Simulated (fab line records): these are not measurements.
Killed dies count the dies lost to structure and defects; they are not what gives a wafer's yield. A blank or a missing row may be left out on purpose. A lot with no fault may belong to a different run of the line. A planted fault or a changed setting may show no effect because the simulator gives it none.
Chamber matching    flow n5Finfet    rieSi-06 running N5_BEOL_M0_SAQP_MANDREL2_REMOVE_110: 4 sister chambers
The step chemistry HBr/Cl2/O2, target a-Si, stops on SiCN, bt time 10 s. 4 wafers are shown with their chamber, then 10 later ones without.

== EACH WAFER AND ITS CHAMBER ==
wafer   chamber  drypumpMotorCurrentA (A)
L079.1  2        6.0
L080.5  1        5.9
L086.1  0        5.2
L086.2  3        5.9

== WAFERS WITHOUT THEIR CHAMBER ==
wafer   drypumpMotorCurrentA (A)
L086.6  5.2
L092.1  5.9
L092.4  6.0
L092.6  6.1
L095.1  5.9
L095.5  6.0
L095.6  6.0
L097.3  5.9
L097.4  5.2
L097.6  5.9

== CHAMBER TAKEN BY EACH ==
wafer    from the rows above       in truth
L086.6   0                         0
L092.1   can't be placed: 1 or 3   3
L092.4   2                         2
L092.6   2                         2
L095.1   can't be placed: 1 or 3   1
L095.5   2                         2
L095.6   2                         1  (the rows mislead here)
L097.3   can't be placed: 1 or 3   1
L097.4   0                         0
L097.6   can't be placed: 1 or 3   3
Placed correctly: 5 of 10. Unplaceable from these rows: 4, with the true chamber sitting among the candidates in 4. Placed wrongly: 1.
How it was worked out, from the rows above alone: a wafer's distance from a chamber is the root of the sum, over the readings, of the square of ((its reading less the chamber's mean) divided by the reading's scatter). The wafer belongs to the nearest chamber; if the next one is less than 2 further off, it can't be placed. Each chamber's mean is taken over the wafers shown for it. The scatter (one wafer shown for each chamber): square how far every hidden wafer sits from the nearest shown wafer, average those squares and take the square root.
